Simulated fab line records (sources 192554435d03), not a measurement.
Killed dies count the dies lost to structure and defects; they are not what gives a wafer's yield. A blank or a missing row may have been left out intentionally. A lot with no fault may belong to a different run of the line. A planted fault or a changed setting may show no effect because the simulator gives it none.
Split-lot trial | flow n5 finfet | 7 lots, 21 wafers read, on a route of 1938 steps

## THE SPLIT
At N5_DUMMY_GATE_HM_DEP_06 (deposits SiNx from DCS/NH3, target thk 80 nm, time 5141 s), the setting time s was moved away from the recipe's 5141 s on 18 of the 21 wafers read, by -11.7% to +13.7%. For the rest of the wafers, this setting stayed at what the recipe calls for.

The reading comes from the split's own step.

## THE READING
SiNx_of_DUMMY_GATE_HM_DEP_06.thk nm (the simulator's own value, which no gauge read), in nm, at N5_DUMMY_GATE_HM_DEP_06 (deposits SiNx from DCS/NH3, target thk 80 nm, time 5141 s). The file does not state a usual value for it. Average 79.3 nm, standard deviation 0.34 nm, over the 3 wafers here run with the recipe.

wafer  | tool, chamber at the split | time s as run, s | against the recipe | SiNx_of_DUMMY_GATE_HM_DEP_06.thk nm, nm | against lot-mates on the recipe
L075.2 | lpcvd-01, 0/70             | 5141             | recipe             | 79                                      | -
L075.4 | lpcvd-01, 0/79             | 5141             | recipe             | 79.2                                    | -
L075.6 | lpcvd-01, 0/89             | 5141             | recipe             | 79.8                                    | -
L077.2 | -, -                       | 5734             | +11.5%             | 89.2                                    | no lot-mate on the recipe
L077.6 | -, -                       | 5734             | +11.5%             | 89.2                                    | no lot-mate on the recipe
L077.3 | -, -                       | 5734             | +11.5%             | 88.6                                    | no lot-mate on the recipe
L085.3 | -, -                       | 4925             | -4.2%              | 76.4                                    | no lot-mate on the recipe
L085.4 | -, -                       | 4925             | -4.2%              | 77.8                                    | no lot-mate on the recipe
L085.6 | -, -                       | 4925             | -4.2%              | 76.6                                    | no lot-mate on the recipe
L087.2 | -, -                       | 4538             | -11.7%             | 71.8                                    | no lot-mate on the recipe
L087.3 | -, -                       | 4538             | -11.7%             | 71.6                                    | no lot-mate on the recipe
L087.6 | -, -                       | 4538             | -11.7%             | 72                                      | no lot-mate on the recipe
L090.2 | -, -                       | 5844             | +13.7%             | 91.6                                    | no lot-mate on the recipe
L090.6 | -, -                       | 5844             | +13.7%             | 91.6                                    | no lot-mate on the recipe
L090.5 | -, -                       | 5844             | +13.7%             | 90.6                                    | no lot-mate on the recipe
L094.2 | -, -                       | 5516             | +7.3%              | 87.2                                    | no lot-mate on the recipe
L094.3 | -, -                       | 5516             | +7.3%              | 87                                      | no lot-mate on the recipe
L094.6 | -, -                       | 5516             | +7.3%              | 87.4                                    | no lot-mate on the recipe
L096.1 | -, -                       | 4934             | -4.0%              | 77.4                                    | no lot-mate on the recipe
L096.2 | -, -                       | 4934             | -4.0%              | 77                                      | no lot-mate on the recipe
L096.4 | -, -                       | 4934             | -4.0%              | 76.8                                    | no lot-mate on the recipe

FIT RESULTS
A straight line over all 21 wafers: SiNx_of_DUMMY_GATE_HM_DEP_06.thk nm changes by +0.783 nm for each +1% of time s; r = +0.99; the points scatter about the line by 0.78 nm.
Too few moved wafers have a lot-mate on the recipe to fit a line with each lot's own level taken away.

## FILE'S OWN FIT
SiNx_of_DUMMY_GATE_HM_DEP_06.thk nm changes by +0.783 nm for each +1% of time s, r = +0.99.
